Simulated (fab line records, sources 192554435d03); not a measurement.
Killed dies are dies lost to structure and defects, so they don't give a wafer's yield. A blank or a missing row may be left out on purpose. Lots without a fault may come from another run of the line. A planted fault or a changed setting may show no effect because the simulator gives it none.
Split-lot experiment | flow n5_finfet | 7 lots, 21 wafers read, on a route of 1938 steps

THE SPLIT
At N5_PASSIVATION_ETCH_59 (etches TaN in Cl2/BCl3, target depth 65 nm, time 34.9 s), the setting time_s was moved away from the recipe's 34.9 s on 6 of the 21 wafers read, by -18.4% to +21.3%. The other wafers ran this setting at the recipe's value.

The reading is taken at the split's own step.

THE READING
etch.depth_nm (the simulator's own value, which no gauge read), in nm, at N5_PASSIVATION_ETCH_59 (etches TaN in Cl2/BCl3, target depth 65 nm, time 34.9 s). The file gives no usual value for it. The 15 wafers here that ran the recipe average 65.86 nm, standard deviation 0.44 nm.

wafer  | tool, chamber at the split | time_s as run, s | against the recipe | etch.depth_nm, nm | against lot-mates on the recipe
L074.1 | rie_metal-03, 1            | 34.9             | recipe             | 66.34             | -
L074.2 | rie_metal-03, 0            | 34.9             | recipe             | 65.81             | -
L074.3 | rie_metal-03, 0            | 34.9             | recipe             | 65.89             | -
L076.2 | rie_metal-01, 1            | 41.81            | +19.8%             | 77.89             | +12.53
L076.3 | rie_metal-01, 0            | 34.9             | recipe             | 65.2              | -
L076.6 | rie_metal-01, 1            | 34.9             | recipe             | 65.51             | -
L080.1 | rie_metal-01, 0            | 34.9             | recipe             | 66.01             | -
L080.3 | rie_metal-01, 0            | 34.9             | recipe             | 66.33             | -
L080.6 | rie_metal-01, 0            | 34.9             | recipe             | 65.99             | -
L078.4 | rie_metal-01, 1            | 34.9             | recipe             | 65.17             | -
L078.5 | rie_metal-01, 0            | 34.9             | recipe             | 66.14             | -
L078.6 | rie_metal-01, 1            | 34.9             | recipe             | 65.39             | -
L084.1 | rie_metal-01, 1            | 42.32            | +21.3%             | 79.36             | +13.87
L084.2 | rie_metal-01, 0            | 34.9             | recipe             | 65.49             | -
L084.4 | rie_metal-01, 0            | 42.32            | +21.3%             | 79.63             | +14.14
L089.2 | rie_metal-03, 0            | 34.9             | recipe             | 66.82             | -
L089.4 | rie_metal-03, 0            | 28.49            | -18.4%             | 54.86             | -11.96
L089.6 | rie_metal-03, 1            | 28.49            | -18.4%             | 55.14             | -11.68
L093.2 | rie_metal-02, 1            | 34.9             | recipe             | 65.97             | -
L093.5 | rie_metal-02, 0            | 31.89            | -8.6%              | 61.32             | -4.58
L093.6 | rie_metal-02, 1            | 34.9             | recipe             | 65.83             | -

THE FIT
A straight line over all 21 wafers: etch.depth_nm changes by +0.613 nm for each +1% of time_s; r = +1.00; the points scatter about the line by 0.47 nm.
The same after taking each lot's own level away (the mean of its wafers on the recipe; 21 wafers): +0.644 nm for each +1%; r = +1.00; scatter 0.32 nm.
On that fit, the largest move of time_s shifts the reading by 14 nm.
The lots' own levels span 65.355 to 66.820 nm, that is 3.3 times the standard deviation above.
So the lot-to-lot level changes the slope little: the two slopes agree.
Check: with one of the wafers moved furthest among these (+21.3%) left out of the fit, the line predicts +13.7 nm for it against its lot-mates. It came out at +13.9 nm against them.

OTHER SPLITS ON THESE WAFERS
These wafers also went through other splits before the reading. Each is held against what the fit with the lots' levels taken away leaves over:
other split on the same wafers | wafers away from the commonest value | r with etch.depth_nm (lot level and that fit taken away)
N5_BEOL_M15_SPUTTER_43 time_s  | 4                                    | -0.21

THE FILE'S OWN FIT
etch.depth_nm changes by +0.639 nm for each +1% of time_s, r = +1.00.
